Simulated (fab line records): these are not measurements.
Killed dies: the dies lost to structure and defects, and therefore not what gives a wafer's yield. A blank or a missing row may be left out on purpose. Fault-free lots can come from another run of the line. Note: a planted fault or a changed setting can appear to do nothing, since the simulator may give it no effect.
A lot that was struck, set against a sound lot | flow n5_finfet | 16 out of 1938 route steps
Sound: wafers L947.1, L947.3, L947.4. Struck: wafer L958.1 (L958.3, L958.6, from the same lot, were not struck and are left out); the cause is given at the end.
Order at every step that has rows: each side's tool, ch and its chambers, its first start. Under that, the readings that differ: sound wafers | struck wafers | difference of the means | sigmas: that difference in standard deviations of wafers without a fault.
alike: readings with means less than 2 such deviations apart, plus words and numbers identical on both sides. not compared: withheld readings, readings lacking a value on some wafer, bounds such as >300 that could conceal the same value, and numbers that have no deviation in the record and whose values overlap.
The two part at a step that has a row with sigmas, a row that says differs or no value, or rows on one side only. Numbers that have no deviation but don't overlap get no sigmas and don't part them. A reading missing from all wafers of one side parts the sides only when that side holds two or more wafers.

first, 7 steps without rows for these wafers: N5_HKMG_FIN_COAT_42 (time 60 s, resist thk 35 nm); N5_HKMG_FIN_COAT_43 (resist thk 90 nm); N5_HKMG_FIN_EBR_45; N5_HKMG_FIN_SOFTBAKE_44 (time 60 s); N5_HKMG_FIN_EXPOSE_46 (exposes mask NDIPOLE); N5_HKMG_FIN_PEB_47 (peb time 60 s); N5_HKMG_FIN_DEVELOP_48 (develop time 30 s).
N5_HKMG_FIN_CD_MEAS_49: target cd 202 nm.
  sound on cd_sem-01 ch 0, day 4 00:11; struck on cd_sem-01 ch 0, day 6 21:59
  alike: cd_nm
N5_HKMG_FIN_OVL_MEAS_50:
  sound on overlay-02 ch 0, day 4 00:13; struck on overlay-02 ch 0, day 6 22:01
  alike: NDIPOLE_OVL
N5_HKMG_FIN_INSPECT_61: inspects for defects (macro).
  sound: defect_inspect-01 at day 4 00:15; struck: defect_inspect-01 at day 6 22:02
  alike: raw_defect_count
N5_HKMG_FIN_DESCUM_53: chemistry O2, time 7.9 s.
  sound on rie_diel-02 ch 0,1,2, day 4 00:21; struck on rie_diel-02 ch 0, day 6 22:23
  alike: chamber_pressure_mTorr, drypump_motor_current_A, oes_product_au, rf_vpp_V, showerhead_plenum_p_Torr, throttle_valve_pct
  not compared: rf_hours_counter_h
N5_HKMG_FIN_ETCH_54: etches SiARC in CF4, target depth 45.5 nm, time 75.8 s.
  sound on rie_diel-02 ch 0,1,2, day 4 00:23; struck on rie_diel-02 ch 0, day 6 22:25
  alike: bias_w, chamber_pressure_mTorr, drypump_motor_current_A, etch_rf_on_time_s, oes_product_au, rf_vpp_V, showerhead_plenum_p_Torr, throttle_valve_pct
  not compared: rf_hours_counter_h
N5_HKMG_FIN_ETCH_55: etches SOC in N2/H2, target depth 240 nm, time 300 s.
  sound on rie_diel-02 ch 0,1,2, day 4 00:26; struck on rie_diel-02 ch 0, day 6 22:29
  reading                                     | sound             | struck | difference | sigmas
  bias_w (W)                                  | 150.4 149.8 150.5 | 113.3  | -36.9      | -82
  rf_vpp_V (V)                                | 522.3 525.1 522.9 | 438.1  | -85.3      | -37
  model.etch.depth_nm (nm)                    | 242.6 243.6 243.5 | 216.7  | -26.5      |
  model.HKMG_FIN.feature_depth_nm (nm)        | 242.6 243.6 243.4 | 216.6  | -26.6      |
  model.SiARC_of_HKMG_FIN_COAT_42.thk_nm (nm) | 20.6 21 21        | 25     | +4         |
  alike: chamber_pressure_mTorr, drypump_motor_current_A, oes_product_au, showerhead_plenum_p_Torr, throttle_valve_pct
  not compared: rf_hours_counter_h
then, 1 step without rows for these wafers: N5_HKMG_FIN_STRIP_56 (strips in N2/H2).
-- a jump in the record: the struck wafers' starts before and after are 4 days apart (it breaks off in module HKMG_FIN and resumes in module BEOL_M4, where the first step shown is number 1111 of the route) --
N5_BEOL_M4_RC_MEAS_101:
  sound on prober-01 ch 0, day 7 21:17; struck on prober-01 ch 0, day 10 20:01
  alike: DIBL_N, DIBL_P, IOFF_N, IOFF_P, ION_N, ION_P, SS_N, SS_P, VT_N, VT_P
N5_PASSIVATION_PROBE_49:
  the record has rows for the sound wafers here (prober-02, day 12 01:10) and none for the struck ones

== WHERE THEY PART ==
First at N5_HKMG_FIN_ETCH_55; last, within this record, at N5_PASSIVATION_PROBE_49.

WHY: whatever the simulator had introduced
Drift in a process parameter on rie_diel-02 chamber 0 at N5_HKMG_FIN_ETCH_55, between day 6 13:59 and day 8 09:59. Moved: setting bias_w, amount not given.
